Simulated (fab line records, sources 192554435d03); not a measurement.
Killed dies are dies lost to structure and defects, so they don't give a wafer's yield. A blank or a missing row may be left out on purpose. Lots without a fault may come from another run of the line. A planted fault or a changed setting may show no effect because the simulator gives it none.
Which tool did it? | flow n5_finfet | 13 lots, 37 wafers sampled, at 4 steps of a route of 1938

WHAT THE GAUGES READ, wafer by wafer
N5_BEOL_M13_CD_MEAS_10: target cd 190 nm. Usual: cd_nm 191.3 nm, standard deviation 1.4.
lot  | measured     | on        | cd_nm (nm)        | flag
L848 | day 12 09:16 | cd_sem-02 | 191.3 190.7 191.6 |
L847 | day 12 10:14 | cd_sem-01 | 189.4 189.8 188.9 |
L850 | day 12 18:32 | cd_sem-02 | 190.1 191.8 191.3 |
L851 | day 12 18:48 | cd_sem-02 | 191.1 191.3 189.8 |
L849 | day 13 02:01 | cd_sem-01 | 189.1 187.5 188.9 |
L853 | day 13 07:38 | cd_sem-01 | 192.1 193.6 191.5 |
L852 | day 13 09:49 | cd_sem-03 | 192.1 192.1 192.2 |
L855 | day 14 12:41 | cd_sem-01 | 188.8 188.5 189.2 |
L856 | day 14 20:45 | cd_sem-02 | 191.4 191.3 192.2 |
L861 | day 16 08:00 | cd_sem-01 | 191.8 193.4       |
L865 | day 17 01:05 | cd_sem-02 | 193.3 193.8       |
L869 | day 18 01:44 | cd_sem-03 | 192.2 190.9 191.6 |
L868 | day 18 01:46 | cd_sem-01 | 192.8 192.8 192.7 |

N5_BEOL_M13_CD_MEAS_28: target cd 209.5 nm. Usual: cd_nm 209.6 nm, standard deviation 1.1.
lot  | measured     | on        | cd_nm (nm)        | flag
L848 | day 12 10:13 | cd_sem-03 | 209.3 211.2 209.6 |
L847 | day 12 11:16 | cd_sem-03 | 209.8 209.0 207.1 |
L850 | day 12 19:51 | cd_sem-01 | 208.8 208.6 209.8 |
L851 | day 12 19:55 | cd_sem-02 | 209.6 210.7 210.0 |
L849 | day 13 03:49 | cd_sem-03 | 209.5 208.9 208.7 |
L853 | day 13 09:37 | cd_sem-03 | 209.0 209.1 209.1 |
L852 | day 13 10:46 | cd_sem-01 | 210.6 209.3 209.5 |
L855 | day 14 13:52 | cd_sem-02 | 211.8 211.4 211.1 |
L856 | day 14 21:49 | cd_sem-01 | 208.9 209.5 208.4 |
L861 | day 16 08:58 | cd_sem-03 | 208.8 210.8       |
L865 | day 17 02:09 | cd_sem-03 | 205.4 209.3       |
L869 | day 18 03:16 | cd_sem-01 | 209.9 209.8 208.8 |
L868 | day 18 03:35 | cd_sem-03 | 209.8 209.3 208.8 |

N5_BEOL_M13_OVL_MEAS_29. Usual: M13_OVL 2 nm, standard deviation 5.
lot  | measured     | on         | M13_OVL (nm) | flag
L848 | day 12 10:15 | overlay-02 | -7 -5 -3     |
L847 | day 12 11:17 | overlay-02 | 5 -4 0       |
L850 | day 12 19:53 | overlay-01 | 3 2 0        |
L851 | day 12 19:56 | overlay-01 | 6 -1 -5      |
L849 | day 13 03:50 | overlay-02 | 3 0 0        |
L853 | day 13 09:38 | overlay-01 | 8 2 13       |
L852 | day 13 10:49 | overlay-02 | 3 -1 0       |
L855 | day 14 13:53 | overlay-01 | 5 1 11       |
L856 | day 14 21:51 | overlay-01 | 11 15 9      |
L861 | day 16 08:59 | overlay-02 | 8 2          |
L865 | day 17 02:11 | overlay-01 | -3 0         |
L869 | day 18 03:17 | overlay-02 | 3 -6 4       |
L868 | day 18 03:37 | overlay-02 | 4 6 4        |

WHICH TOOL RAN EACH LOT (tool, then ch and the chambers of the sampled wafers, then the start)
lot  | N5_BEOL_M13_PEB_26
L848 | litho_track-03 ch 0, day 12 10:06
L847 | litho_track-04 ch 0, day 12 11:09
L850 | litho_track-04 ch 0, day 12 19:44
L851 | litho_track-05 ch 0, day 12 19:48
L849 | litho_track-04 ch 0, day 13 03:41
L853 | litho_track-03 ch 0, day 13 09:30
L852 | litho_track-04 ch 0, day 13 10:40
L855 | litho_track-04 ch 0, day 14 13:44
L856 | litho_track-04 ch 0, day 14 21:43
L861 | litho_track-05 ch 0, day 16 08:50
L865 | litho_track-05 ch 0, day 17 02:02
L869 | litho_track-04 ch 0, day 18 03:08
L868 | litho_track-04 ch 0, day 18 03:29
- N5_BEOL_M13_PEB_26: peb time 90 s.

WHAT THE TOOLS THEMSELVES READ (means of the sampled wafers that have a number; where no wafer has one, the mark that the record gives instead)
N5_BEOL_M13_PEB_26. Usual: chill_plate_temp_C 22.98 C, standard deviation 0.11; exhaust_pa 44.9 Pa, standard deviation 0.99; heater_power_total_W 172.4 W, standard deviation 0.79.
lot  | tool           | chill_plate_temp_C (C) | exhaust_pa (Pa) | heater_power_total_W (W) | flag
L848 | litho_track-03 | 22.81                  | 44.9            | 172.6                    |
L847 | litho_track-04 | 22.94                  | 44.0            | 172.1                    |
L850 | litho_track-04 | 23.00                  | 44.7            | 172.5                    |
L851 | litho_track-05 | 23.00                  | 45.7            | 172.1                    |
L849 | litho_track-04 | 23.16                  | 45.2            | 171.8                    |
L853 | litho_track-03 | 22.85                  | 45.6            | 172.1                    |
L852 | litho_track-04 | 22.91                  | 44.8            | 173.0                    |
L855 | litho_track-04 | 22.94                  | 45.6            | 172.3                    |
L856 | litho_track-04 | 22.97                  | 43.0            | 172.6                    |
L861 | litho_track-05 | 23.04                  | 45.2            | 175.5                    | OFF
L865 | litho_track-05 | 22.76                  | 44.0            | 175.9                    | OFF
L869 | litho_track-04 | 22.87                  | 44.1            | 171.9                    |
L868 | litho_track-04 | 22.99                  | 45.6            | 172.8                    |

THE ANSWER, worked out from the rows above alone
Rule: a lot is off if the mean of its wafers that have a number lies more than 3 standard deviations from the usual mean. A lot without any number at a reading at which 4 lots or more have one is off too. The other lots that the step has rows for count as sound. The gauges are gone through in route order, then the tools' own readings, and for those a lot's mean is taken as printed above. The first step at which some lot is off is used, and at that step the reading that is off furthest; a lot without a number counts as furthest.
Off: L861, L865, at N5_BEOL_M13_PEB_26 (heater_power_total_W).
A tool fits if, at that step or a process step before it, it ran every lot that is off, and no sound lot after the first of them. One fits: litho_track-05 at N5_BEOL_M13_PEB_26. Its last sound lot is L851 (day 12 19:48), its first lot that is off L861 (day 16 08:50): a fault that began between those two fits.
The tool's own readings at N5_BEOL_M13_PEB_26 bear it out: on the lots that are off they differ by more than 5 times the standard deviation of the sound lots' means. heater_power_total_W reads 175.7 W there against 172.3 W on the sound lots.

WHAT THE SIMULATOR HAD PUT IN
Process parameter drift: litho_track-05, from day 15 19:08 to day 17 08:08, at N5_BEOL_M13_PEB_26. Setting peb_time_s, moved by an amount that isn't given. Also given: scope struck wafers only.
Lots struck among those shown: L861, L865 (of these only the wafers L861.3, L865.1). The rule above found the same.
